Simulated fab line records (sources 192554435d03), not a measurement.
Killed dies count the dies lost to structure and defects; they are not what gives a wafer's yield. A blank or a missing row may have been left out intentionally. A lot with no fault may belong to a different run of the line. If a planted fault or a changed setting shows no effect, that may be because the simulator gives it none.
Which of the tools did it? -- flow n5 finfet -- 12 lots (36 wafers sampled), 1 step of a 1938-step route

== WHAT THE GAUGES READ, wafer by wafer ==
N5_BEOL_M7_OVL_MEAS_29.
lot,measured,on,V6_OVL (nm)
L075,day 9 07:28,overlay-02,-0.4 0.2 0.0
L078,day 9 21:14,overlay-02,0.7 0.2 0.2
L079,day 10 19:27,overlay-02,-0.4 -0.7 0.1
L081,day 11 05:36,overlay-02,0.0 0.3 0.5
L082,day 11 23:10,overlay-02,0.4 -0.3 -0.1
L086,day 12 18:44,overlay-01,1.2 0.6 0.7
L089,day 12 22:06,overlay-02,1.0 0.7 0.5
L087,day 12 22:26,overlay-02,-0.4 -0.8 0.6
L092,day 14 00:45,overlay-01,0.6 -0.1 -0.2
L093,day 14 10:34,overlay-02,0.0 0.1 0.2
L095,day 15 03:36,overlay-02,-0.4 -0.5 -0.6
L097,day 15 10:47,overlay-01,0.1 0.8 0.5

== EACH LOT AND THE TOOL THAT RAN IT (in order: tool; ch and the chambers of the sampled wafers; start) ==
There is no process step in the record ahead of these readings.

== THE ANSWER, worked out from the rows above alone ==
Rule: the usual values come from the lots themselves. The widest of any qualifying gaps counts: lots, ordered by their means at a reading, are off when they make up no more than a third of the lots, leave a main group of 4 or more, and stand apart from it by 3 or more times the standard deviation of that group's means. A main group is skipped when, at the precision printed for the reading in the tables above, its means are all equal. A lot without any number at a reading at which 4 lots or more have one is off too. All remaining lots with rows at the step are treated as sound.
Across all readings shown, no lot is off: no conclusion can be drawn from this.

== WHAT THE SIMULATOR PUT IN ==
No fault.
